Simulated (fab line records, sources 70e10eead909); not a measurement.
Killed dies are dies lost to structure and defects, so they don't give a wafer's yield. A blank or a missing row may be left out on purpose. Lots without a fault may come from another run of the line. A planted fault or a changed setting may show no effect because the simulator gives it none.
Problem report in the 8D (eight disciplines) form, filled by code | flow nand_harc | the parts of the form that need people (team, actions taken, sign-off) are left out

1. THE PROBLEM
oes_product_au at NHARC_THIN_TSV_ETCH_59 reads a mean of 0.924 a.u. on 2 wafers of 2 lots; wafers without a fault read 0.993 a.u. with a standard deviation of 0.014. That is -4.9 standard deviations from the usual mean.
The step: etches the open film in Cl2/BCl3, target depth 880 nm, time 138.1 s.
First seen on wafer L341.5, day 30 08:00, on rie_metal-01. The record holds 41 wafers of 14 lots with a number at this step. Rule for "out", or "out of limits": more than 4 standard deviations from the usual mean. The other wafers with a number count as sound.

2. WHAT IT IS AND WHAT IT IS NOT
question                    | is                | is not
which readings at this step | oes_product_au    | drypump_motor_current_A, throttle_valve_pct
which lots                  | L341, L342        | L325, L326, L327, L328, L330, L332, L343, L344, L345, L346, L347, L348
which wafers of those lots  | L341.5, L342.1    | L341.4, L342.2, L342.6
read on which tools         | rie_metal-01      | rie_metal-02, rie_metal-03
when                        | from day 30 08:00 | up to then (19 sound wafers); but 20 sound wafers of L342, L343, L344, L345, L346, L347, L348 came after

3. SUSPECTS, AND WHAT RULES EACH OUT
Counting: a tool at a process step up to the reading stays a suspect if it ran every lot that is out. Sound lots after the first of them don't rule it out here, since some wafers of a struck lot are sound.
- rie_metal-01 at NHARC_THIN_TSV_ETCH_59 (etches the open film in Cl2/BCl3, target depth 880 nm, time 138.1 s): kept. It ran every lot that is out, first L341 (day 30 08:00); its last sound lot up to then is L332 (day 26 12:05). Its own readings are out on those wafers: oes_product_au.
- Within rie_metal-01 at NHARC_THIN_TSV_ETCH_59: the wafers that are out ran in chamber 1; their sound lot-mates ran in chamber 0.
Left after counting: rie_metal-01 at NHARC_THIN_TSV_ETCH_59.

4. THE CAUSE (what the simulator had put in)
Process parameter drift: rie_metal-01, from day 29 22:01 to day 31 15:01, at NHARC_THIN_TSV_ETCH_59. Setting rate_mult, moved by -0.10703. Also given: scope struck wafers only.
Counting left only this tool.

5. THE CHAIN OF EFFECTS, in route order
Each row: a reading whose mean over the struck wafers that have a number lies more than 3 standard deviations from the usual. Only readings for which the record gives a usual standard deviation are gone through. hours: the time from each lot's start at the first step in this table that gives one to its start at this step, as a median over the lots. sigmas: the change in usual standard deviations.
hours | step                   | reading        | usual      | on struck wafers | change | sigmas
0     | NHARC_THIN_TSV_ETCH_59 | oes_product_au | 0.993 a.u. | 0.924            | -0.069 | -4.9
The process steps in it:
- NHARC_THIN_TSV_ETCH_59: etches the open film in Cl2/BCl3, target depth 880 nm, time 138.1 s.
Later measuring or inspecting steps at which every struck wafer that the step has a row for has a number for every such reading, and none has moved that far: NHARC_THIN_TSV_CD_MEAS_37.

6. WHAT WOULD HAVE CAUGHT IT SOONER
In this record the first reading out of limits was taken at day 30 08:00, 10 hours after the fault began at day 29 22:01.
